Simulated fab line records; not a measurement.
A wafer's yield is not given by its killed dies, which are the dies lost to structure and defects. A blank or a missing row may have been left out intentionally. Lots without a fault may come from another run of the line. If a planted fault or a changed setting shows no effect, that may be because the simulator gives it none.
fab line records	flow n5Finfet
[record] lots = 7	wafers = 21
route steps=1938 shown BEOL_M8@1377 BEOL_M10@1509 BEOL_M11@1536 BEOL_M13@1685 BEOL_M14@1737
startH: hours from the record's first day to the start of the lot's first wafer shown	waitH: time in hours since the lot's previous step	" same as the row above	L1.1+2: several wafers, shown together as one row	- no value, or no start was given	* or withheld: withheld	< > ~ a bound
route shown NAME@n: a module of which the file shows steps, and the number in the route of the first	usual: mean/standard deviation taken from wafers without a fault	same: alike in all rows	chamber/n: place in a boat	sites: per-site readings	_std_site: the values' standard deviation	_edge_site: mean of outer sites minus mean of inner sites	radiusMm: for every site, how far away it sits from the centre of the wafer	mask NAME#n: copy n	behind: the most recent tool/chamber to have shaped the wafer	hold: the reason the lot was held/the length of the hold in hours/how it ended	device: whichever transistor did not switch (one of n, p or np)	end of line: tests run on the same wafers once the route is complete	step lacking rows: just its recipe	killed: the dies lost at the first sort to structure and to defects; this is not the yield of the wafer	map: a wafer's dies, marking killed ones x, the rest . and places with no die _
set.NAME: the setting as run; set.NAME@STEP: as run at that earlier step	model.NAME: the simulator's own value behind a step, which no gauge read
lots with deliberately changed settings; one table per step, one row per wafer
[[steps]]
[step N5_BEOL_M8_TRENCH_ETCH_37]
[recipe] chemistry = C4F6/O2	targetDepthA = 934.78	target = SiCOH_lowk	timeS = 31.2	ionEnergyEv = 250	pressureMtorr = 30	sourceW = 345	biasW = 185	Ar_flow_sccm = 300	C4F6_flow_sccm = 10	O2_flow_sccm = 10
lot.wafer	tool	chamber	startH	waitH	set.timeS	model.etch.depthNm	model.BEOL_M8.featureDepthNm	model.TiN_of_BEOL_M8_HM_DEP_02.thkNm
L075.1	rieDiel-05	0	-	-	26.85	80.35	80.4	18.4
L075.3	"	1	"	"	26.85	81.84	81.8	18
L075.4	"	2	"	"	31.2	93.82	93.8	17.8
L080.2	rieDiel-04	3	-	-	28.39	86.62	86.6	18.2
L080.4	"	0	"	"	31.2	95.27	95.2	17.8
L080.6	"	2	"	"	28.39	85.11	85.2	18
L088.1	rieDiel-05	1	-	-	31.2	93.64	93.6	17.4
L088.3	"	0	"	"	25.22	75.59	75.6	17.8
L088.4	"	0	"	"	25.22	75.08	75	17.8
L090.3	rieDiel-05	0	-	-	31.2	92.38	92.4	17.8
L090.4	"	3	"	"	31.2	91.38	91.4	17.6
L090.6	"	0	"	"	37.16	109.9	109.8	17.2
L093.2	rieDiel-04	2	-	-	31.2	92.68	92.6	17.6
L093.3	"	0	"	"	36.24	111	111	17
L093.6	"	0	"	"	36.24	109.9	110	17
L091.3	rieDiel-05	2	-	-	31.2	95.49	95.4	17
L091.5	"	3	"	"	31.2	92.38	92.4	17.2
L091.6	"	2	"	"	31.2	96.35	96.4	17
L095.2	rieDiel-02	2	-	-	31.2	90.6	90.6	17.6
L095.3	"	3	"	"	31.2	92.74	92.8	17.6
L095.5	"	3	"	"	31.2	92.12	92.2	17.6
[step N5_BEOL_M8_ETCH_41]
[recipe] chemistry = CH3F/O2	target = SiCN	targetDepthA = 319	taperDeg = 2	timeS = 57.8	ionEnergyEv = 120	maskMaterial = TiN	pressureMtorr = 30	sourceW = 395	biasW = 75	Ar_flow_sccm = 150	CH3F_flow_sccm = 30	O2_flow_sccm = 20
[step N5_BEOL_M8_STRIP_80]
[recipe] chemistry = N2/H2	timeS = 10	powerW = 450	tempC = 40	pressureMtorr = 20	rfFrequencyHz = 6e+07	biasPowerW = 7	n2FlowSccm = 200	h2FlowSccm = 200
[step N5_BEOL_M8_OCD_MEAS_38]
[usual] trenchDepthNm = 93.5/1.4
lot.wafer	tool	chamber	startH	waitH	set.timeS@BEOL_M8_TRENCH_ETCH_37	trenchDepthNm
L075.1	ocd-02	-	274.71	-	26.85	80.9
L075.3	"	-	"	"	26.85	81.3
L075.4	"	-	"	"	31.2	93.7
L080.2	ocd-02	-	302.30	-	28.39	87.2
L080.4	"	-	"	"	31.2	94.6
L080.6	"	-	"	"	28.39	85.0
L088.1	ocd-01	-	343.72	-	31.2	93.6
L088.3	"	-	"	"	25.22	76.1
L088.4	"	-	"	"	25.22	75.4
L090.3	ocd-01	-	353.90	-	31.2	92.5
L090.4	"	-	"	"	31.2	91.3
L090.6	"	-	"	"	37.16	109.9
L093.2	ocd-02	-	357.66	-	31.2	92.8
L093.3	"	-	"	"	36.24	110.9
L093.6	"	-	"	"	36.24	110.2
L091.3	ocd-02	-	357.71	-	31.2	95.6
L091.5	"	-	"	"	31.2	92.4
L091.6	"	-	"	"	31.2	96.6
L095.2	ocd-01	-	412.20	-	31.2	90.3
L095.3	"	-	"	"	31.2	92.5
L095.5	"	-	"	"	31.2	92.0
[step N5_BEOL_M8_CURE_75]
[recipe] tempC = 370	timeS = 120	ambient = DMADMS/He	material = SiCOH_lowk
[usual] lampPowerPct = 52.32/0.049
lot.wafer	tool	chamber	startH	waitH	set.timeS	lampPowerPct
L075.1	uvCure-01	0	274.90	0.0	120	52.36
L075.3	"	0	"	"	103.6	52.36
L075.4	"	0	"	"	120	52.38
L080.2	uvCure-03	0	302.54	0.1	120	52.32
L080.4	"	0	"	"	120	52.27
L080.6	"	0	"	"	120	52.38
L088.1	uvCure-02	1	343.92	0.0	130.3	51.92
L088.3	"	1	"	"	120	52.33
L088.4	"	1	"	"	130.3	51.88
L090.3	uvCure-01	2	354.20	0.1	120	52.30
L090.4	"	2	"	"	120	52.37
L090.6	"	2	"	"	139.3	51.45
L093.2	uvCure-03	2	357.90	0.1	120	52.21
L093.3	"	2	"	"	145.6	51.22
L093.6	"	2	"	"	145.6	51.09
L091.3	uvCure-01	1	358.00	0.1	120	52.33
L091.5	"	1	"	"	120	52.28
L091.6	"	1	"	"	120	52.29
L095.2	uvCure-03	1	412.49	0.1	120	52.36
L095.3	"	1	"	"	105.6	52.24
L095.5	"	1	"	"	120	52.28
[step N5_BEOL_M8_DEGAS_44]
[recipe] ambient = vacuum	tempC = 250	timeS = 60
[step N5_BEOL_M8_PRE_CLEAN_45]
[recipe] gas = H2/He	timeS = 30	tempC = 250
[step N5_BEOL_M8_ECD_50]
[recipe] material = Cu	targetThkA = 3000
[step N5_BEOL_M8_ANNEAL_51]
[recipe] tempC = 225	timeS = 90	ambient = N2
[step N5_BEOL_M8_CMP_52]
[recipe] stopOn = SiCOH_lowk	tOverpolishS = 6.9	downForcePsi = 1	platenRpm = 50	clearingPlatenDownForcePsi = 1.5	clearingPlatenRpm = 50	postCmpClean = cuAlkaline	targetThkNm = 80	clearingPlatenPadVelocityMS = 0.99484	padVelocityMS = 0.99484
lot.wafer	tool	chamber	startH	waitH	set.timeS@BEOL_M8_TRENCH_ETCH_37	model.Cu_of_BEOL_M8_ECD_50.thkNm
L075.1	cmp-03	3	276.70	0.3	26.85	68.4
L075.3	"	1	"	"	26.85	68.2
L075.4	"	2	"	"	31.2	79.2
L080.4	cmp-03	1	306.31	0.1	31.2	79.6
L080.2	"	2	"	"	28.39	72
L080.6	"	1	"	"	28.39	69.8
L088.4	cmp-02	0	347.33	0.1	25.22	61.4
L088.1	"	1	"	"	31.2	80.4
L088.3	"	3	"	"	25.22	61.6
L090.3	cmp-02	1	357.47	0.2	31.2	78.4
L090.4	"	3	"	"	31.2	78.2
L090.6	"	0	"	"	37.16	96.2
L093.2	cmp-03	2	360.28	0.2	31.2	80.2
L093.3	"	3	"	"	36.24	98
L093.6	"	2	"	"	36.24	96.2
L091.3	cmp-04	1	360.59	0.2	31.2	81.8
L091.6	"	3	"	"	31.2	82.8
L091.5	"	0	"	"	31.2	80.2
L095.3	cmp-02	3	414.67	0.2	31.2	79.8
L095.2	"	0	"	"	31.2	79.4
L095.5	"	2	"	"	31.2	79.6
[step N5_BEOL_M8_THK_MEAS_53]
[recipe] thkMeasGauge = xrf	reads = Cu_of_BEOL_M8_ECD_50
[usual] M8_THK = 80.6/1.8
lot.wafer	tool	chamber	startH	waitH	set.timeS@BEOL_M8_TRENCH_ETCH_37	M8_THK[nm]
L075.1	filmMetro-02	-	277.00	-	26.85	68.4
L075.3	"	-	"	"	26.85	68.5
L075.4	"	-	"	"	31.2	79.9
L080.2	filmMetro-02	-	306.61	-	28.39	71.9
L080.4	"	-	"	"	31.2	79.6
L080.6	"	-	"	"	28.39	69.9
L088.1	filmMetro-01	-	347.63	-	31.2	81.5
L088.3	"	-	"	"	25.22	62.3
L088.4	"	-	"	"	25.22	62.2
L090.3	filmMetro-01	-	357.73	-	31.2	80.0
L090.4	"	-	"	"	31.2	79.9
L090.6	"	-	"	"	37.16	98.3
L093.2	filmMetro-02	-	360.54	-	31.2	80.5
L093.3	"	-	"	"	36.24	98.3
L093.6	"	-	"	"	36.24	96.7
L091.3	filmMetro-01	-	360.81	-	31.2	83.1
L091.5	"	-	"	"	31.2	81.9
L091.6	"	-	"	"	31.2	83.8
L095.2	filmMetro-01	-	414.93	-	31.2	80.7
L095.3	"	-	"	"	31.2	81.0
L095.5	"	-	"	"	31.2	80.9
[step N5_BEOL_M8_PRE_CLEAN_55]
[recipe] gas = NH3	timeS = 15	tempC = withheld	rfPowerW = 300
[step N5_BEOL_M8_DEP_56]
[recipe] material = SiCN	targetThkA = 100	tempC = withheld	precursor = 3MS/NH3	pressureTorr = 3	rfW = 202	timeS = 17.5
[step N5_BEOL_M8_RS_MEAS_57]
[recipe] thkMeasGauge = four-point-probe	reads = Cu_of_BEOL_M8_ECD_50+Co_of_BEOL_M8_CVD_78+TaN_of_BEOL_M8_ALD_77
[usual] M8_RS = 0.287/0.0064
lot.wafer	tool	chamber	startH	waitH	set.timeS@BEOL_M8_TRENCH_ETCH_37	M8_RS[ohm/sq]
L075.1	filmMetro-01	-	277.13	0.1	26.85	0.345
L075.3	"	-	"	"	26.85	0.346
L075.4	"	-	"	"	31.2	0.289
L080.2	filmMetro-01	-	306.74	0.1	28.39	0.324
L080.4	"	-	"	"	31.2	0.288
L080.6	"	-	"	"	28.39	0.338
L088.1	filmMetro-01	-	347.76	0.1	31.2	0.285
L088.3	"	-	"	"	25.22	0.392
L088.4	"	-	"	"	25.22	0.393
L090.3	filmMetro-02	-	357.86	0.1	31.2	0.293
L090.4	"	-	"	"	31.2	0.294
L090.6	"	-	"	"	37.16	0.231
L093.2	filmMetro-01	-	360.67	0.1	31.2	0.286
L093.3	"	-	"	"	36.24	0.226
L093.6	"	-	"	"	36.24	0.231
L091.3	filmMetro-02	-	360.94	0.1	31.2	0.279
L091.5	"	-	"	"	31.2	0.285
L091.6	"	-	"	"	31.2	0.275
L095.2	filmMetro-01	-	415.06	0.1	31.2	0.290
L095.3	"	-	"	"	31.2	0.287
L095.5	"	-	"	"	31.2	0.288
[step N5_BEOL_M10_VIA_ETCH_34]
[recipe] chemistry = C4F6/O2	target = SiCOH_lowk	targetDepthA = 1845	maskMaterial = SOC	taperDeg = 4	timeS = 69.2	ionEnergyEv = 250	pressureMtorr = 30	sourceW = 345	biasW = 185	Ar_flow_sccm = 300	C4F6_flow_sccm = 10	O2_flow_sccm = 10
lot.wafer	tool	chamber	startH	waitH	set.timeS	model.etch.depthNm	model.SOC_of_BEOL_M10_COAT_63.thkNm
L075.1	rieDiel-04	2	290.68	0.0	69.2	182.6	92.2
L075.3	"	0	"	"	69.2	186.7	92.2
L075.4	"	1	"	"	69.2	182.3	92.2
L080.2	rieDiel-05	2	320.97	0.0	69.2	181.8	92.2
L080.4	"	1	"	"	75.39	200.5	91.8
L080.6	"	3	"	"	75.39	198.7	91.8
L088.1	rieDiel-05	0	360.43	0.0	80.52	215	90.8
L088.3	"	1	"	"	69.2	185.4	92.2
L088.4	"	3	"	"	69.2	180.5	92
L090.3	rieDiel-05	2	371.80	0.0	69.2	187.7	92
L090.4	"	1	"	"	54.04	143.8	94.2
L090.6	"	0	"	"	69.2	183.2	92
L091.3	rieDiel-05	1	374.95	0.0	69.2	188.3	91.6
L091.5	"	0	"	"	69.2	181.9	91.8
L091.6	"	3	"	"	69.2	180	92
L093.2	rieDiel-05	1	378.84	0.0	69.2	183.6	91.8
L093.3	"	3	"	"	77.52	200.1	91.2
L093.6	"	1	"	"	77.52	206.3	90.8
L095.2	rieDiel-04	2	432.52	0.0	69.2	188.6	91.6
L095.3	"	0	"	"	69.2	185.6	91.8
L095.5	"	1	"	"	69.2	183.4	92.4
[step N5_BEOL_M10_TRENCH_ETCH_37]
[recipe] chemistry = C4F6/O2	targetDepthA = 1488.3	target = SiCOH_lowk	timeS = 48	ionEnergyEv = 250	pressureMtorr = 30	sourceW = 345	biasW = 185	Ar_flow_sccm = 300	C4F6_flow_sccm = 10	O2_flow_sccm = 10
[usual] rfVppV = 666/5.7
lot.wafer	tool	chamber	startH	waitH	set.sourceW	rfVppV
L075.1	rieDiel-04	2	-	-	345	666
L075.3	"	0	"	"	345	665
L075.4	"	1	"	"	345	672
L080.2	rieDiel-05	2	-	-	378.6	634
L080.4	"	1	"	"	345	670
L080.6	"	3	"	"	345	667
L088.1	rieDiel-05	0	-	-	345	662
L088.3	"	1	"	"	345	669
L088.4	"	3	"	"	389.2	626
L090.3	rieDiel-05	2	-	-	288.1	728
L090.4	"	1	"	"	345	670
L090.6	"	0	"	"	288.1	727
L091.3	rieDiel-05	1	-	-	345	669
L091.5	"	0	"	"	345	662
L091.6	"	3	"	"	345	666
L093.2	rieDiel-05	1	-	-	365.6	649
L093.3	"	3	"	"	365.6	646
L093.6	"	1	"	"	345	670
L095.2	rieDiel-04	2	-	-	345	667
L095.3	"	0	"	"	370.2	641
L095.5	"	1	"	"	370.2	648
[step N5_BEOL_M11_ILD_DEP_00]
[recipe] material = SiCOH_lowk	targetThkA = 3085.1	tempC = 300	precursor = DEMS/porogen	pressureTorr = 5	rfW = 500	timeS = 58
lot.wafer	tool	chamber	startH	waitH	set.timeS	model.SiCOH_lowk_of_BEOL_M11_ILD_DEP_00.thkNm
L075.1	pecvd-03	1	293.56	0.0	63.53	338.8
L075.3	"	0	"	"	58	306.4
L075.4	"	1	"	"	63.53	340.6
L080.2	pecvd-01	2	323.82	0.0	66.27	350.8
L080.4	"	1	"	"	66.27	351
L080.6	"	2	"	"	58	308
L088.1	pecvd-04	2	364.89	0.0	58	307.6
L088.3	"	1	"	"	58	305.4
L088.4	"	1	"	"	58	311.2
L090.3	pecvd-01	2	375.57	0.0	54.28	283.4
L090.4	"	1	"	"	58	306.8
L090.6	"	0	"	"	58	312
L091.3	pecvd-01	1	379.30	0.0	58	301.2
L091.5	"	2	"	"	58	314.2
L091.6	"	0	"	"	58	308.8
L093.2	pecvd-04	1	382.44	0.0	50.71	269.8
L093.3	"	2	"	"	50.71	271.4
L093.6	"	0	"	"	58	311.8
L095.2	pecvd-03	1	435.38	0.0	58	306.8
L095.3	"	0	"	"	58	308.2
L095.5	"	0	"	"	58	311
[step N5_BEOL_M11_CURE_71]
[recipe] tempC = 385	timeS = 240	ambient = He/Ar	material = SiCOH_lowk
lot.wafer	tool	chamber	startH	waitH	set.timeS@BEOL_M11_ILD_DEP_00	model.SiCOH_lowk_of_BEOL_M11_ILD_DEP_00.thkNm
L075.1	uvCure-01	0	293.63	0.0	63.53	294.8
L075.3	"	0	"	"	58	266.2
L075.4	"	0	"	"	63.53	296.4
L080.2	uvCure-01	2	324.09	0.2	66.27	305.4
L080.4	"	2	"	"	66.27	305.6
L080.6	"	2	"	"	58	267.4
L088.1	uvCure-02	0	364.97	0.0	58	267.2
L088.3	"	0	"	"	58	265.2
L088.4	"	0	"	"	58	270.4
L090.3	uvCure-02	2	375.97	0.4	54.28	246
L090.4	"	2	"	"	58	266.6
L090.6	"	2	"	"	58	271
L091.3	uvCure-02	0	379.97	0.6	58	261.4
L091.5	"	0	"	"	58	273
L091.6	"	0	"	"	58	268.2
L093.2	uvCure-03	1	382.60	0.1	50.71	233.8
L093.3	"	1	"	"	50.71	235.2
L093.6	"	1	"	"	58	271
L095.2	uvCure-01	1	435.54	0.1	58	266.4
L095.3	"	1	"	"	58	267.8
L095.5	"	1	"	"	58	270.2
[step N5_BEOL_M11_THK_MEAS_01]
[recipe] reads = SiCOH_lowk_of_BEOL_M11_ILD_DEP_00
[usual] M11_ILD_THK = 269/3.3
lot.wafer	tool	chamber	startH	waitH	set.timeS@BEOL_M11_ILD_DEP_00	M11_ILD_THK[nm]
L075.1	filmMetro-01	-	294.15	0.4	63.53	295
L075.3	"	-	"	"	58	266
L075.4	"	-	"	"	63.53	297
L080.2	filmMetro-02	-	324.53	0.4	66.27	305
L080.4	"	-	"	"	66.27	306
L080.6	"	-	"	"	58	267
L088.1	filmMetro-02	-	365.48	0.4	58	268
L088.3	"	-	"	"	58	265
L088.4	"	-	"	"	58	270
L090.3	filmMetro-02	-	376.64	0.5	54.28	246
L090.4	"	-	"	"	58	266
L090.6	"	-	"	"	58	271
L091.3	filmMetro-01	-	380.32	0.3	58	262
L091.5	"	-	"	"	58	273
L091.6	"	-	"	"	58	268
L093.2	filmMetro-01	-	383.04	0.4	50.71	234
L093.3	"	-	"	"	50.71	235
L093.6	"	-	"	"	58	271
L095.2	filmMetro-01	-	435.97	0.4	58	266
L095.3	"	-	"	"	58	268
L095.5	"	-	"	"	58	270
[step N5_BEOL_M13_EXPOSE_25]
[recipe] maskId = M13	na = 0.93	sourceShape = conventional	sigmaOuter = 0.4	polarization = unpolarized	targetCdNm = 210	doseMj = 22
lot.wafer	tool	chamber	startH	waitH	mask	set.doseMj
L075.1	krfScanner-02	0	308.93	-	M13#0	22
L075.3+4	"	0	"	"	M13#0	20.87
L080.2	krfScanner-01	0	337.47	-	M13#0	20.53
L080.4+6	"	0	"	"	M13#0	22
L088.1+3+4	krfScanner-01	0	383.23	-	M13#0	22
L090.3+4+6	krfScanner-02	0	394.98	-	M13#0	22
L091.3+5+6	krfScanner-02	0	401.63	-	M13#0	22
L093.2	krfScanner-02	0	403.13	-	M13#0	22
L093.3+6	"	0	"	"	M13#0	22.63
L095.2+3+5	krfScanner-02	0	451.60	-	M13#0	22
[step N5_BEOL_M13_DEVELOP_27]
[recipe] developTimeS = 45	rinseLiquid = diw	dry = airSpin	devTempC = 21
lot.wafer	tool	chamber	startH	waitH	set.developTimeS
L075.1+3	lithoTrack-01	0	-	-	40.66
L075.4	"	0	"	"	45
L080.2+4+6	lithoTrack-04	0	-	-	45
L088.1	lithoTrack-01	0	-	-	49.06
L088.3+4	"	0	"	"	45
L090.3+6	lithoTrack-03	0	-	-	45
L090.4	"	0	"	"	34.9
L091.3+5+6	lithoTrack-04	0	-	-	45
L093.2+3	lithoTrack-03	0	-	-	48.59
L093.6	"	0	"	"	45
L095.2+3+5	lithoTrack-03	0	-	-	45
[step N5_BEOL_M13_HARDBAKE_32]
[recipe] tempC = 130	timeS = 120
[step N5_BEOL_M13_CD_MEAS_28]
[recipe] targetCdNm = 209.5	landingEnergyEv = 500	detector = seInlens
[usual] cdNm = 209.8/1.1
lot.wafer	tool	chamber	startH	waitH	set.doseMj@BEOL_M13_EXPOSE_25	cdNm
L075.1	cdSem-02	0	309.11	-	22	210.4
L075.3	"	0	"	"	20.87	204.6
L075.4	"	0	"	"	20.87	204.8
L080.2	cdSem-01	0	337.64	-	20.53	201.3
L080.4	"	0	"	"	22	208.6
L080.6	"	0	"	"	22	209.9
L088.1	cdSem-01	0	383.40	-	22	212.0
L088.3	"	0	"	"	22	211.0
L088.4	"	0	"	"	22	211.0
L090.3	cdSem-01	0	395.15	-	22	209.6
L090.4	"	0	"	"	22	207.2
L090.6	"	0	"	"	22	209.6
L091.3	cdSem-02	0	401.80	-	22	210.2
L091.5	"	0	"	"	22	208.9
L091.6	"	0	"	"	22	208.9
L093.2	cdSem-01	0	403.30	-	22	209.6
L093.3	"	0	"	"	22.63	211.7
L093.6	"	0	"	"	22.63	213.0
L095.2	cdSem-01	0	451.77	-	22	208.7
L095.3	"	0	"	"	22	209.1
L095.5	"	0	"	"	22	208.1
[step N5_BEOL_M13_DESCUM_33]
[recipe] chemistry = O2	timeS = 7.9	sourcePowerW = 50	biasPowerW = 20	pressureMtorr = 20	rfFrequencyHz = 2.712e+07	tempC = 40	o2FlowSccm = 225
lot.wafer	tool	chamber	startH	waitH	set.doseMj@BEOL_M13_EXPOSE_25	model.BEOL_M13.cdNm
L075.1	rieDiel-01	0	309.33	0.2	22	210.6
L075.3+4	"	2,1	"	"	20.87	204.8
L080.2	rieDiel-01	1	337.73	0.0	20.53	201.2
L080.4	"	3	"	"	22	208.4
L080.6	"	0	"	"	22	209.6
L088.1	rieDiel-01	3	383.98	0.5	22	211.4
L088.3	"	1	"	"	22	211.2
L088.4	"	2	"	"	22	211
L090.3	rieDiel-03	2	395.23	0.0	22	209.8
L090.4	"	2	"	"	22	207.4
L090.6	"	3	"	"	22	209.4
L091.3	rieDiel-06	2	401.88	0.0	22	210.6
L091.5	"	2	"	"	22	209
L091.6	"	1	"	"	22	208.8
L093.2	rieDiel-01	2	403.39	0.0	22	209.4
L093.3	"	0	"	"	22.63	211.8
L093.6	"	3	"	"	22.63	212.6
L095.2	rieDiel-06	0	451.87	0.0	22	208.6
L095.3	"	1	"	"	22	209
L095.5	"	0	"	"	22	208
[step N5_BEOL_M13_ETCH_67]
[recipe] chemistry = CF4	target = SiARC	targetDepthA = 1430	timeS = 238.3	ionEnergyEv = 80	pressureMtorr = 40	sourceW = 545	biasW = 36	Ar_flow_sccm = 100	cf4FlowSccm = 100	ends = cleared
lot.wafer	tool	chamber	startH	waitH	set.doseMj@BEOL_M13_EXPOSE_25	model.BEOL_M13.cdNm
L075.1	rieDiel-01	0	309.37	0.0	22	212
L075.3+4	"	2,1	"	"	20.87	205.8
L080.2	rieDiel-01	1	337.76	0.0	20.53	201.6
L080.4	"	3	"	"	22	208.8
L080.6	"	0	"	"	22	210.2
L088.1	rieDiel-01	3	384.02	0.0	22	212.2
L088.3	"	1	"	"	22	211.6
L088.4	"	2	"	"	22	211.4
L090.3	rieDiel-03	2	395.27	0.0	22	210.4
L090.4	"	2	"	"	22	208.2
L090.6	"	3	"	"	22	210
L091.3	rieDiel-06	2	401.92	0.0	22	211.4
L091.5	"	2	"	"	22	209.4
L091.6	"	1	"	"	22	209
L093.2	rieDiel-01	2	403.42	0.0	22	209.2
L093.3	"	0	"	"	22.63	212.2
L093.6	"	3	"	"	22.63	213.2
L095.2	rieDiel-06	0	451.90	0.0	22	208.6
L095.3	"	1	"	"	22	209.4
L095.5	"	0	"	"	22	208.4
[step N5_BEOL_M14_COAT_65]
[recipe] resist = SOC	tempC = 250	timeS = 60	spinRpm = 1500	resistThkNm = 450
lot.wafer	tool	chamber	startH	waitH	set.spinRpm	model.SOC_of_BEOL_M14_COAT_65.thkNm
L075.1	lithoTrack-02	0	313.61	0.0	1563	441
L075.3	"	0	"	"	1500	449
L075.4	"	0	"	"	1563	442.8
L080.2	lithoTrack-02	0	343.80	0.0	1500	447.6
L080.4	"	0	"	"	1583	436.4
L080.6	"	0	"	"	1500	449.2
L088.1	lithoTrack-05	0	387.50	0.0	1500	451
L088.3	"	0	"	"	1355	475
L088.4	"	0	"	"	1355	476
L090.3	lithoTrack-03	0	399.91	0.0	1500	450.6
L090.4	"	0	"	"	1500	449.6
L090.6	"	0	"	"	1500	449.4
L091.3	lithoTrack-03	0	405.33	0.0	1500	450
L091.5	"	0	"	"	1500	448
L091.6	"	0	"	"	1500	449.4
L093.2	lithoTrack-05	0	408.46	0.0	1441	460.4
L093.3	"	0	"	"	1500	450.2
L093.6	"	0	"	"	1441	460.6
L095.2	lithoTrack-02	0	456.31	0.0	1406	467.6
L095.3	"	0	"	"	1406	466.8
L095.5	"	0	"	"	1406	467.8
[[key]]
[split] step = N5_BEOL_M8_TRENCH_ETCH_37	setting = timeS	stated = 31.2	by = wafer
[response] step = N5_BEOL_M8_TRENCH_ETCH_37	reading = model.etch.depthNm	change = +0.981	per = 1%	r = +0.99
[response] step = N5_BEOL_M8_TRENCH_ETCH_37	reading = model.BEOL_M8.featureDepthNm	change = +0.979	per = 1%	r = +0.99
[response] step = N5_BEOL_M8_TRENCH_ETCH_37	reading = model.TiN_of_BEOL_M8_HM_DEP_02.thkNm	change = -0.0277	per = 1%	r = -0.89
[response] step = N5_BEOL_M8_OCD_MEAS_38	reading = trenchDepthNm	change = +0.965	per = 1%	r = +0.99
[response] step = N5_BEOL_M8_CMP_52	reading = model.Cu_of_BEOL_M8_ECD_50.thkNm	change = +0.952	per = 1%	r = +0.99
[response] step = N5_BEOL_M8_THK_MEAS_53	reading = M8_THK	change = +0.97	per = 1%	r = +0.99
[response] step = N5_BEOL_M8_RS_MEAS_57	reading = M8_RS	change = -0.00423	per = 1%	r = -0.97
[split] step = N5_BEOL_M8_CURE_75	setting = timeS	stated = 120	by = wafer
[response] step = N5_BEOL_M8_CURE_75	reading = lampPowerPct	shape = bent	atLowest = *	atStated = *	atHighest = *
[split] step = N5_BEOL_M10_VIA_ETCH_34	setting = timeS	stated = 69.2	by = wafer
[response] step = N5_BEOL_M10_VIA_ETCH_34	reading = model.etch.depthNm	change = +1.88	per = 1%	r = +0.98
[response] step = N5_BEOL_M10_VIA_ETCH_34	reading = model.SOC_of_BEOL_M10_COAT_63.thkNm	change = -0.085	per = 1%	r = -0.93
[split] step = N5_BEOL_M10_TRENCH_ETCH_37	setting = sourceW	stated = 345	by = wafer
[response] step = N5_BEOL_M10_TRENCH_ETCH_37	reading = rfVppV	change = -3.36	per = 1%	r = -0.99
[split] step = N5_BEOL_M11_ILD_DEP_00	setting = timeS	stated = 58	by = wafer
[response] step = N5_BEOL_M11_ILD_DEP_00	reading = model.SiCOH_lowk_of_BEOL_M11_ILD_DEP_00.thkNm	change = +3.27	per = 1%	r = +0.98
[response] step = N5_BEOL_M11_CURE_71	reading = model.SiCOH_lowk_of_BEOL_M11_ILD_DEP_00.thkNm	change = +2.9	per = 1%	r = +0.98
[response] step = N5_BEOL_M11_THK_MEAS_01	reading = M11_ILD_THK	change = +2.9	per = 1%	r = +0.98
[split] step = N5_BEOL_M13_EXPOSE_25	setting = doseMj	stated = 22	by = wafer
[response] step = N5_BEOL_M13_CD_MEAS_28	reading = cdNm	change = +1.14	per = 1%	r = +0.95
[response] step = N5_BEOL_M13_DESCUM_33	reading = model.BEOL_M13.cdNm	change = +1.14	per = 1%	r = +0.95
[response] step = N5_BEOL_M13_ETCH_67	reading = model.BEOL_M13.cdNm	change = +1.19	per = 1%	r = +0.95
[split] step = N5_BEOL_M13_DEVELOP_27	setting = developTimeS	stated = 45	by = wafer
response none clear
[split] step = N5_BEOL_M14_COAT_65	setting = spinRpm	stated = 1500	by = wafer
[response] step = N5_BEOL_M14_COAT_65	reading = model.SOC_of_BEOL_M14_COAT_65.thkNm	change = -2.38	per = 1%	r = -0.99
